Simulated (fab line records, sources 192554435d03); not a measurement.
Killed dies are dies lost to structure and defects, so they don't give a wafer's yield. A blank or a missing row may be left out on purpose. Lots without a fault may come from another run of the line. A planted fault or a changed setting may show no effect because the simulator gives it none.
fab line records | flow n5_finfet
record lots=24 wafers=72 last_day=17
route steps=1938 shown BEOL_M1@787
lots that met no fault: from a run of the same line without faults
start_h: hours from the record's first day to the start of the lot's first wafer shown | wait_h: hours since the lot's step before | " the same as in the row above | L1.1+2: a row that stands for several wafers | - no value, or no start given | * or withheld: withheld | < > ~ a bound
route shown NAME@n: a module of which the file shows steps, and the number in the route of the first | usual: mean/standard deviation of fault-free wafers | same: alike in all rows | chamber/n: place in a boat | sites: the reading at each site | _std_site: their standard deviation | _edge_site: outer sites' mean less inner sites' | radius_mm: how far each site lies from the wafer's centre | mask NAME#n: copy n | behind: the tool/chamber that last shaped the wafer | hold: why the lot was held/for how many hours/how that ended | device: the transistor (n, p or np) that didn't switch | end of line: the same wafers' tests at the end of the route | a step without rows: its recipe alone | killed: dies lost to structure and defects at the first sort, not the wafer's yield | map: a wafer's dies, x killed, . not, _ none there
set.NAME: the setting as run; set.NAME@STEP: as run at that earlier step | model.NAME: the simulator's own value behind a step, which no gauge read
steps of the route over a sample of lots; a table a step, a row a wafer
services: from which hour (start_h, from the record's first day; less than 0 if before it) a tool's chamber was out of use, for how many hours, and why
## steps
# step N5_BEOL_M1_OVL_MEAS_29
# recipe points_per_wafer=522
# usual V0_OVL=0.3/0.69
# columns lot.wafer tool chamber start_h wait_h V0_OVL[nm]
L074.1 overlay-01 0 124.01 0.0 -0.2
L074.2 " 0 " " -0.5
L074.3 " 0 " " 0.7
L075.1 overlay-02 0 136.62 0.0 1.4
L075.3 " 0 " " 1.1
L075.5 " 0 " " 1.2
L076.1 overlay-02 0 143.45 0.0 -0.2
L076.4 " 0 " " 0.3
L076.5 " 0 " " -0.3
L077.1 overlay-02 0 143.51 0.0 1.1
L077.3 " 0 " " -0.1
L077.5 " 0 " " 0.4
L078.1 overlay-02 0 144.08 0.0 0.5
L078.5 " 0 " " 0.5
L078.6 " 0 " " 0.2
L079.1 overlay-02 0 154.18 0.0 1.2
L079.3 " 0 " " 0.2
L079.5 " 0 " " 0.3
L080.2 overlay-02 0 166.57 0.0 0.5
L080.3 " 0 " " 0.8
L080.6 " 0 " " 0.0
L081.1 overlay-02 0 166.82 0.0 -0.2
L081.3 " 0 " " 0.0
L081.5 " 0 " " 0.5
L082.2 overlay-02 0 173.67 0.0 0.2
L082.3 " 0 " " 0.7
L082.5 " 0 " " 1.9
L083.2 overlay-02 0 173.93 0.0 -0.7
L083.3 " 0 " " -1.8
L083.6 " 0 " " 0.6
L084.1 overlay-02 0 190.06 0.0 1.1
L084.5 " 0 " " 0.5
L084.6 " 0 " " 1.0
L085.2 overlay-01 0 195.51 0.0 0.9
L085.3 " 0 " " 0.5
L085.4 " 0 " " 0.9
L086.1 overlay-01 0 198.46 0.0 -0.6
L086.3 " 0 " " 0.6
L086.4 " 0 " " -0.3
L088.2 overlay-01 0 206.95 0.0 0.6
L088.3 " 0 " " -0.5
L088.5 " 0 " " 0.4
L087.2 overlay-01 0 208.51 0.0 -0.2
L087.3 " 0 " " -0.5
L087.5 " 0 " " -0.7
L089.1 overlay-01 0 219.06 0.0 2.0
L089.2 " 0 " " 0.9
L089.3 " 0 " " 0.6
L090.1 overlay-01 0 219.60 0.0 0.9
L090.5 " 0 " " 0.5
L090.6 " 0 " " 1.0
L092.1 overlay-01 0 226.66 0.0 0.1
L092.2 " 0 " " 0.5
L092.4 " 0 " " 0.2
L091.1 overlay-01 0 226.77 0.0 -0.1
L091.3 " 0 " " -0.1
L091.6 " 0 " " 0.3
L093.3 overlay-02 0 238.50 0.0 1.6
L093.5 " 0 " " 1.7
L093.6 " 0 " " 1.4
L094.2 overlay-01 0 241.43 0.0 -0.4
L094.5 " 0 " " -0.8
L094.6 " 0 " " -0.6
L095.1 overlay-02 0 248.64 0.0 0.3
L095.2 " 0 " " 0.2
L095.4 " 0 " " -0.9
L096.4 overlay-02 0 258.42 0.0 1.4
L096.5 " 0 " " 0.1
L096.6 " 0 " " 0.4
L097.1 overlay-02 0 263.85 0.0 0.4
L097.2 " 0 " " 0.1
L097.6 " 0 " " 0.5
# step N5_BEOL_M1_DESCUM_33
# recipe chemistry=O2 time_s=7 source_power_w=50 bias_power_w=20 pressure_mtorr=20 rf_frequency_hz=2.712e+07 temp_c=40 resist=CAR-EUV o2_flow_sccm=225
# usual drypump_motor_current_A=5.9/0.49 oes_product_au=0.74/0.061 rf_vpp_V=243.0/1.6 showerhead_plenum_p_Torr=2.08/0.086 throttle_valve_pct=20.45/0.16
# columns lot.wafer tool chamber start_h wait_h drypump_motor_current_A oes_product_au rf_hours_counter_h rf_vpp_V showerhead_plenum_p_Torr throttle_valve_pct
L074.1 rie_diel-03 3 124.11 0.0 5.3 0.74 156 240.5 2.00 20.60
L074.2 " 1 " " 6.5 0.72 165 242.5 2.11 20.71
L074.3 " 0 " " 5.9 0.70 220 241.9 1.97 20.41
L075.1 rie_diel-04 1 136.71 0.0 6.0 0.73 147 242.5 2.17 20.41
L075.3 " 3 " " 6.0 0.73 165 245.4 2.20 20.49
L075.5 " 1 " " 6.0 0.73 - 246.6 2.17 20.41
L076.1 rie_diel-03 2 143.54 0.0 5.2 0.72 183 242.7 2.08 20.19
L076.4 " 1 " " 6.5 0.72 172 245.0 2.11 20.73
L076.5 " 3 " " 5.3 0.74 - 242.2 2.00 20.60
L077.1 rie_diel-02 0 143.61 0.0 5.1 0.82 89 245.9 2.21 20.33
L077.3 " 3 " " 6.6 0.67 242 243.0 2.17 20.73
L077.5 " 0 " " 5.1 0.82 - 244.8 2.21 20.32
L078.1 rie_diel-04 0 144.17 0.0 6.3 0.73 203 242.3 1.97 20.55
L078.5 " 3 " " 6.0 0.72 - 243.9 2.19 20.51
L078.6 " 0 " " 6.3 0.73 - 240.1 1.97 20.56
L079.1 rie_diel-03 0 154.28 0.0 5.9 0.70 229 242.3 1.96 20.42
L079.3 " 1 " " 6.4 0.73 174 243.1 2.11 20.71
L079.5 " 0 " " 5.9 0.70 - 239.5 1.96 20.42
L080.2 rie_diel-04 3 166.66 0.0 6.0 0.70 173 244.1 2.19 20.53
L080.3 " 2 " " 5.4 0.76 147 242.8 2.09 20.35
L080.6 " 2 " " 5.4 0.76 - 243.9 2.09 20.35
L081.1 rie_diel-04 3 166.91 0.0 6.0 0.71 173 245.1 2.19 20.51
L081.3 " 2 " " 5.4 0.76 147 243.2 2.09 20.37
L081.5 " 1 " " 6.0 0.72 - 243.6 2.17 20.41
L082.2 rie_diel-03 3 173.76 0.0 5.3 0.72 172 243.4 2.00 20.62
L082.3 " 2 " " 5.3 0.71 192 242.0 2.08 20.22
L082.5 " 3 " " 5.3 0.73 - 239.8 2.00 20.63
L083.2 rie_diel-04 0 174.01 0.0 6.3 0.72 210 242.0 1.96 20.56
L083.3 " 1 " " 6.0 0.72 158 245.7 2.17 20.41
L083.6 " 1 " " 6.0 0.72 - 245.2 2.17 20.42
L084.1 rie_diel-04 2 190.16 0.0 5.4 0.75 154 244.8 2.09 20.37
L084.5 " 1 " " 6.0 0.72 - 246.1 2.17 20.44
L084.6 " 2 " " 5.4 0.76 - 243.6 2.09 20.36
L085.2 rie_diel-04 3 195.59 0.0 5.9 0.70 182 244.1 2.19 20.53
L085.3 " 2 " " 5.4 0.74 155 241.4 2.09 20.36
L085.4 " 1 " " 6.0 0.72 164 245.6 2.17 20.44
L086.1 rie_diel-03 0 198.56 0.0 5.9 0.69 241 242.1 1.96 20.43
L086.3 " 1 " " 6.5 0.71 186 244.7 2.11 20.75
L086.4 " 2 " " 5.3 0.71 - 242.5 2.08 20.23
L088.2 rie_diel-02 3 207.03 0.0 6.6 0.98 5 244.3 2.17 20.45
L088.3 " 2 " " 6.1 0.73 169 242.6 2.07 20.25
L088.5 " 0 " " 5.1 0.80 - 244.3 2.20 20.35
L087.2 rie_diel-03 2 208.59 0.0 5.3 0.70 203 242.3 2.07 20.23
L087.3 " 1 " " 6.5 0.72 190 243.5 2.10 20.76
L087.5 " 0 " " 5.9 0.69 - 241.6 1.96 20.45
L089.1 rie_diel-03 3 219.16 0.0 5.3 0.72 184 242.1 1.99 20.63
L089.2 " 2 " " 5.3 0.70 206 241.8 2.07 20.24
L089.3 " 1 " " 6.5 0.71 193 243.3 2.10 20.76
L090.1 rie_diel-02 1 219.70 0.0 6.2 0.73 159 243.6 2.00 20.28
L090.5 " 3 " " 6.7 0.95 - 243.9 2.16 20.44
L090.6 " 0 " " 5.1 0.79 - 245.3 2.20 20.37
L092.1 rie_diel-03 1 226.75 0.0 6.5 0.71 196 244.2 2.10 20.77
L092.2 " 3 " " 5.3 0.72 186 242.3 1.99 20.64
L092.4 " 3 " " 5.3 0.72 - 240.2 1.99 20.64
L091.1 rie_diel-02 1 226.86 0.0 6.1 0.74 161 242.8 2.00 20.30
L091.3 " 0 " " 5.1 0.79 115 245.3 2.20 20.36
L091.6 " 0 " " 5.1 0.79 - 245.0 2.20 20.36
L093.3 rie_diel-02 2 238.58 0.0 6.1 0.72 179 242.4 2.07 20.26
L093.5 " 3 " " 6.6 0.94 - 243.0 2.16 20.45
L093.6 " 2 " " 6.1 0.72 - 243.0 2.07 20.27
L094.2 rie_diel-02 2 241.52 0.0 6.1 0.71 180 242.2 2.07 20.27
L094.5 " 0 " " 5.1 0.78 - 243.4 2.20 20.37
L094.6 " 1 " " 6.2 0.73 - 241.8 1.99 20.29
L095.1 rie_diel-04 1 248.74 0.0 6.0 0.70 179 245.5 2.16 20.47
L095.2 " 3 " " 6.0 0.70 199 244.4 2.18 20.56
L095.4 " 2 " " 5.5 0.73 171 243.9 2.08 20.38
L096.4 rie_diel-03 2 258.49 0.0 5.3 0.70 221 243.5 2.07 20.26
L096.5 " 2 " " 5.3 0.69 - 242.8 2.07 20.27
L096.6 " 1 " " 6.5 0.70 - 242.4 2.10 20.77
L097.1 rie_diel-02 0 263.94 0.0 5.1 0.77 127 243.2 2.20 20.39
L097.2 " 3 " " 6.6 0.91 18 244.8 2.16 20.46
L097.6 " 1 " " 6.2 0.72 - 240.7 1.99 20.31
# step N5_BEOL_M1_SPUTTER_48
# recipe material=Cu target_thk_a=45 temp_c=-20 chamber_pressure_pa=0.07 power_w=withheld time_s=8.29
# usual throttle_valve_pct=30.1/1.2
# columns lot.wafer tool chamber start_h wait_h throttle_valve_pct
L074.1 pvd_sputter-01 - 129.07 0.2 28.0
L074.2 " - " " 30.3
L074.3 " - " " 28.9
L075.1 pvd_sputter-01 - 139.35 0.1 31.8
L075.3 " - " " 29.1
L075.5 " - " " 27.9
L076.1 pvd_sputter-01 - 152.19 0.2 30.4
L076.4 " - " " 27.9
L076.5 " - " " 29.0
L077.1 pvd_sputter-02 - 155.11 0.1 30.9
L077.3 " - " " 31.1
L077.5 " - " " 30.9
L078.1 pvd_sputter-02 - 156.99 1.7 30.9
L078.5 " - " " 30.7
L078.6 " - " " 31.2
L079.1 pvd_sputter-01 - 161.81 0.1 31.5
L079.3 " - " " 30.2
L079.5 " - " " 29.0
L081.1 pvd_sputter-02 - 169.46 0.1 30.9
L081.3 " - " " 30.9
L081.5 " - " " 30.9
L080.2 pvd_sputter-01 - 169.86 0.3 31.6
L080.3 " - " " 28.1
L080.6 " - " " 28.9
L082.2 pvd_sputter-02 - 179.66 0.2 30.8
L082.3 " - " " 31.1
L082.5 " - " " 30.7
L083.2 pvd_sputter-01 - 183.67 0.2 31.7
L083.3 " - " " 29.0
L083.6 " - " " 30.4
L084.1 pvd_sputter-02 - 192.28 0.1 30.9
L084.5 " - " " 30.8
L084.6 " - " " 30.9
L086.1 pvd_sputter-02 - 202.74 0.1 30.7
L086.3 " - " " 30.9
L086.4 " - " " 30.9
L085.2 pvd_sputter-03 - 202.76 0.1 30.7
L085.3 " - " " 28.7
L085.4 " - " " 28.3
L088.2 pvd_sputter-01 - 212.38 0.2 30.6
L088.3 " - " " 29.2
L088.5 " - " " 27.9
L087.2 pvd_sputter-02 - 224.02 0.1 30.7
L087.3 " - " " 31.0
L087.5 " - " " 31.1
L089.1 pvd_sputter-01 - 227.08 0.1 31.5
L089.2 " - " " 30.5
L089.3 " - " " 27.8
L090.1 pvd_sputter-03 - 227.29 0.2 28.5
L090.5 " - " " 30.8
L090.6 " - " " 28.6
L092.1 pvd_sputter-03 - 229.75 0.2 28.8
L092.2 " - " " 30.7
L092.4 " - " " 28.8
L091.1 pvd_sputter-02 - 231.78 0.2 30.8
L091.3 " - " " 31.1
L091.6 " - " " 30.8
L093.3 pvd_sputter-01 - 241.79 0.1 29.2
L093.5 " - " " 30.3
L093.6 " - " " 27.9
L094.2 pvd_sputter-01 - 244.70 0.1 28.1
L094.5 " - " " 31.7
L094.6 " - " " 30.6
L095.1 pvd_sputter-03 - 254.81 0.1 30.5
L095.2 " - " " 28.4
L095.4 " - " " 28.3
L096.4 pvd_sputter-02 - 265.74 0.0 30.8
L096.5 " - " " 30.8
L096.6 " - " " 31.1
L097.1 pvd_sputter-01 - 267.60 1.1 28.0
L097.2 " - " " 31.4
L097.6 " - " " 30.3
# step N5_BEOL_M1_CO_CAP_55
# recipe material=Co target_thk_a=20 temp_c=200 precursor=CCTBA/H2 pressure_torr=30 time_s=102.1
# usual heater_power_w=232/15
# columns lot.wafer tool chamber start_h wait_h heater_power_w
L074.1 cvd_co-02 2 131.76 0.0 236
L074.2 " 0 " " 226
L074.3 " 2 " " 242
L075.1 cvd_co-02 0 141.98 0.0 228
L075.3 " 1 " " 213
L075.5 " 0 " " 220
L076.1 cvd_co-02 0 154.86 0.0 222
L076.4 " 2 " " 235
L076.5 " 0 " " 221
L077.1 cvd_co-01 2 157.74 0.0 249
L077.3 " 1 " " 240
L077.5 " 2 " " 252
L078.1 cvd_co-02 2 159.62 0.0 242
L078.5 " 1 " " 219
L078.6 " 2 " " 244
L079.1 cvd_co-01 2 164.48 0.0 249
L079.3 " 1 " " 244
L079.5 " 2 " " 249
L081.1 cvd_co-01 1 172.22 0.0 239
L081.3 " 0 " " 204
L081.5 " 1 " " 242
L080.2 cvd_co-01 1 172.83 0.0 251
L080.3 " 0 " " 209
L080.6 " 0 " " 209
L082.2 cvd_co-01 0 182.29 0.0 208
L082.3 " 1 " " 243
L082.5 " 0 " " 214
L083.2 cvd_co-01 2 186.29 0.0 244
L083.3 " 0 " " 213
L083.6 " 0 " " 210
L084.1 cvd_co-01 1 194.90 0.0 246
L084.5 " 1 " " 245
L084.6 " 2 " " 251
L086.1 cvd_co-01 2 205.36 0.0 255
L086.3 " 1 " " 247
L086.4 " 2 " " 250
L085.2 cvd_co-02 0 205.38 0.0 228
L085.3 " 2 " " 244
L085.4 " 2 " " 240
L088.2 cvd_co-01 2 215.33 0.0 249
L088.3 " 1 " " 245
L088.5 " 0 " " 210
L087.2 cvd_co-01 0 226.65 0.0 213
L087.3 " 2 " " 251
L087.5 " 0 " " 212
L089.1 cvd_co-02 1 229.71 0.0 220
L089.2 " 2 " " 243
L089.3 " 0 " " 225
L090.1 cvd_co-01 2 230.09 0.0 251
L090.5 " 1 " " 238
L090.6 " 2 " " 250
L092.1 cvd_co-02 0 232.38 0.0 223
L092.2 " 2 " " 245
L092.4 " 0 " " 223
L091.1 cvd_co-02 1 234.42 0.0 220
L091.3 " 2 " " 236
L091.6 " 0 " " 229
L093.3 cvd_co-02 0 244.72 0.0 222
L093.5 " 0 " " 228
L093.6 " 1 " " 225
L094.2 cvd_co-02 1 247.32 0.0 221
L094.5 " 2 " " 237
L094.6 " 0 " " 224
L095.1 cvd_co-01 2 257.65 0.0 256
L095.2 " 1 " " 246
L095.4 " 0 " " 215
L096.4 cvd_co-01 0 268.67 0.0 206
L096.5 " 2 " " 249
L096.6 " 1 " " 241
L097.1 cvd_co-02 2 270.23 0.0 240
L097.2 " 0 " " 224
L097.6 " 1 " " 216
# step N5_BEOL_M1_DEP_57
# recipe material=SiCN target_thk_a=80 temp_c=withheld precursor=3MS/NH3 pressure_torr=3 rf_w=202 time_s=14
# usual showerhead_plenum_p_Torr=3.671/0.016 throttle_valve_pct=9.0/0.53
# columns lot.wafer tool chamber start_h wait_h showerhead_plenum_p_Torr throttle_valve_pct
L074.1 pecvd-03 2 131.92 0.0 3.661 9.1
L074.2 " 1 " " 3.699 9.6
L074.3 " 0 " " 3.696 8.9
L075.1 pecvd-01 1 142.09 0.0 3.679 9.0
L075.3 " 2 " " 3.667 8.1
L075.5 " 0 " " 3.665 9.7
L076.1 pecvd-01 0 154.98 0.0 3.647 9.6
L076.4 " 1 " " 3.677 8.9
L076.5 " 2 " " 3.650 8.2
L077.1 pecvd-03 0 157.85 0.0 3.679 9.2
L077.3 " 2 " " 3.665 9.0
L077.5 " 2 " " 3.666 9.0
L078.1 pecvd-01 2 159.73 0.0 3.641 8.2
L078.5 " 2 " " 3.663 8.2
L078.6 " 1 " " 3.677 9.0
L079.1 pecvd-04 0 164.60 0.0 3.647 9.6
L079.3 " 2 " " 3.666 8.2
L079.5 " 2 " " 3.654 8.3
L081.1 pecvd-01 2 172.34 0.0 3.653 8.4
L081.3 " 1 " " 3.677 9.3
L081.5 " 1 " " 3.690 9.1
L080.2 pecvd-04 2 172.94 0.0 3.659 8.4
L080.3 " 0 " " 3.658 9.2
L080.6 " 0 " " 3.658 9.5
L082.2 pecvd-03 1 182.40 0.0 3.692 9.9
L082.3 " 0 " " 3.699 9.2
L082.5 " 0 " " 3.687 9.3
L083.2 pecvd-04 0 186.41 0.0 3.658 9.5
L083.3 " 1 " " 3.693 8.6
L083.6 " 1 " " 3.691 8.8
L084.1 pecvd-04 2 195.02 0.0 3.666 8.4
L084.5 " 0 " " 3.652 9.5
L084.6 " 1 " " 3.686 8.8
L086.1 pecvd-04 0 205.48 0.0 3.666 9.5
L086.3 " 2 " " 3.661 8.3
L086.4 " 2 " " 3.659 8.3
L085.2 pecvd-03 0 205.51 0.0 3.694 9.4
L085.3 " 0 " " 3.687 9.3
L085.4 " 1 " " 3.692 9.7
L088.2 pecvd-04 0 215.46 0.0 3.647 9.5
L088.3 " 2 " " 3.664 8.5
L088.5 " 1 " " 3.681 8.6
L087.2 pecvd-04 2 226.76 0.0 3.647 8.4
L087.3 " 0 " " 3.654 9.6
L087.5 " 1 " " 3.681 8.9
L089.1 pecvd-01 0 229.83 0.0 3.656 9.8
L089.2 " 1 " " 3.679 9.2
L089.3 " 2 " " 3.655 8.3
L090.1 pecvd-03 1 230.21 0.0 3.683 9.5
L090.5 " 0 " " 3.696 9.4
L090.6 " 1 " " 3.699 9.3
L092.1 pecvd-01 2 232.49 0.0 3.658 8.0
L092.2 " 1 " " 3.683 9.1
L092.4 " 1 " " 3.684 9.0
L091.1 pecvd-01 1 234.53 0.0 3.683 8.9
L091.3 " 2 " " 3.662 8.2
L091.6 " 2 " " 3.663 8.5
L093.3 pecvd-03 1 244.84 0.0 3.689 9.6
L093.5 " 1 " " 3.697 9.5
L093.6 " 2 " " 3.644 8.7
L094.2 pecvd-04 1 247.44 0.0 3.678 8.6
L094.5 " 0 " " 3.660 9.6
L094.6 " 1 " " 3.680 8.9
L095.1 pecvd-04 1 257.77 0.0 3.679 9.0
L095.2 " 2 " " 3.656 8.8
L095.4 " 1 " " 3.685 9.2
L096.4 pecvd-01 0 268.78 0.0 3.660 9.4
L096.5 " 1 " " 3.675 9.1
L096.6 " 2 " " 3.665 8.4
L097.1 pecvd-03 2 270.34 0.0 3.647 8.4
L097.2 " 1 " " 3.700 9.7
L097.6 " 0 " " 3.700 9.5
# step N5_BEOL_M1_INSPECT_59
# recipe inspect_instrument=darkfield mode=post_dep
# usual raw_defect_count=65/20
# columns lot.wafer tool chamber start_h wait_h raw_defect_count
L074.1 defect_inspect-02 - 132.01 0.0 71
L074.2 " - " " 91
L074.3 " - " " 63
L075.1 defect_inspect-02 - 142.18 0.0 81
L075.3 " - " " 69
L075.5 " - " " 56
L076.1 defect_inspect-01 - 155.07 0.0 36
L076.4 " - " " 67
L076.5 " - " " 72
L077.1 defect_inspect-02 - 157.95 0.0 83
L077.3 " - " " 99
L077.5 " - " " 63
L078.1 defect_inspect-01 - 159.83 0.0 75
L078.5 " - " " 53
L078.6 " - " " 49
L079.1 defect_inspect-01 - 164.69 0.0 84
L079.3 " - " " 51
L079.5 " - " " 26
L081.1 defect_inspect-02 - 172.43 0.0 34
L081.3 " - " " 63
L081.5 " - " " 50
L080.2 defect_inspect-01 - 173.04 0.0 28
L080.3 " - " " 32
L080.6 " - " " 30
L082.2 defect_inspect-01 - 182.50 0.0 58
L082.3 " - " " 99
L082.5 " - " " 65
L083.2 defect_inspect-01 - 186.50 0.0 44
L083.3 " - " " 40
L083.6 " - " " 69
L084.1 defect_inspect-02 - 195.11 0.0 79
L084.5 " - " " 67
L084.6 " - " " 84
L086.1 defect_inspect-01 - 205.57 0.0 28
L086.3 " - " " 61
L086.4 " - " " 44
L085.2 defect_inspect-01 - 205.62 0.0 56
L085.3 " - " " 57
L085.4 " - " " 79
L088.2 defect_inspect-02 - 215.55 0.0 68
L088.3 " - " " 75
L088.5 " - " " 48
L087.2 defect_inspect-01 - 226.86 0.0 66
L087.3 " - " " 53
L087.5 " - " " 100
L089.1 defect_inspect-01 - 229.92 0.0 66
L089.2 " - " " 39
L089.3 " - " " 74
L090.1 defect_inspect-01 - 230.32 0.0 48
L090.5 " - " " 59
L090.6 " - " " 79
L092.1 defect_inspect-02 - 232.59 0.0 74
L092.2 " - " " 88
L092.4 " - " " 120
L091.1 defect_inspect-02 - 234.63 0.0 88
L091.3 " - " " 72
L091.6 " - " " 38
L093.3 defect_inspect-02 - 244.93 0.0 69
L093.5 " - " " 88
L093.6 " - " " 104
L094.2 defect_inspect-02 - 247.53 0.0 65
L094.5 " - " " 64
L094.6 " - " " 59
L095.1 defect_inspect-02 - 257.86 0.0 67
L095.2 " - " " 58
L095.4 " - " " 50
L096.4 defect_inspect-02 - 268.86 0.0 79
L096.5 " - " " 80
L096.6 " - " " 84
L097.1 defect_inspect-02 - 270.44 0.0 71
L097.2 " - " " 93
L097.6 " - " " 50
## services
# columns tool chamber start_h hours kind
rie_diel-02 - 104.66 0.8 repair
cvd_co-02 1 114.67 - clean
cvd_co-02 1 114.67 22.0 scheduled_down
cvd_co-02 1 114.67 22.0 vent_cycle
pvd_sputter-02 - 114.88 19.9 repair
rie_diel-04 - 117.44 2.2 repair
rie_diel-03 2 119.39 6.6 repair
rie_diel-02 - 126.83 2.8 pm
cvd_co-02 - 139.54 1.1 repair
pvd_sputter-01 - 143.08 4.3 repair
pecvd-01 2 194.03 10.1 repair
pecvd-01 - 196.98 0.2 repair
cvd_co-02 - 209.75 6.0 pm
rie_diel-02 3 210.65 2.9 repair
rie_diel-03 0 225.48 - clean
rie_diel-03 0 225.48 - consumable_replace:focus_ring
rie_diel-03 0 225.48 - consumable_replace:showerhead
rie_diel-03 0 225.48 21.1 scheduled_down
rie_diel-03 0 225.48 21.1 vent_cycle
pecvd-04 1 239.86 2.1 scheduled_down
pecvd-01 2 247.92 5.4 repair
rie_diel-04 2 248.97 8.5 repair
rie_diel-02 3 249.69 7.0 repair
cvd_co-02 - 258.29 2.3 repair
## key
fault none
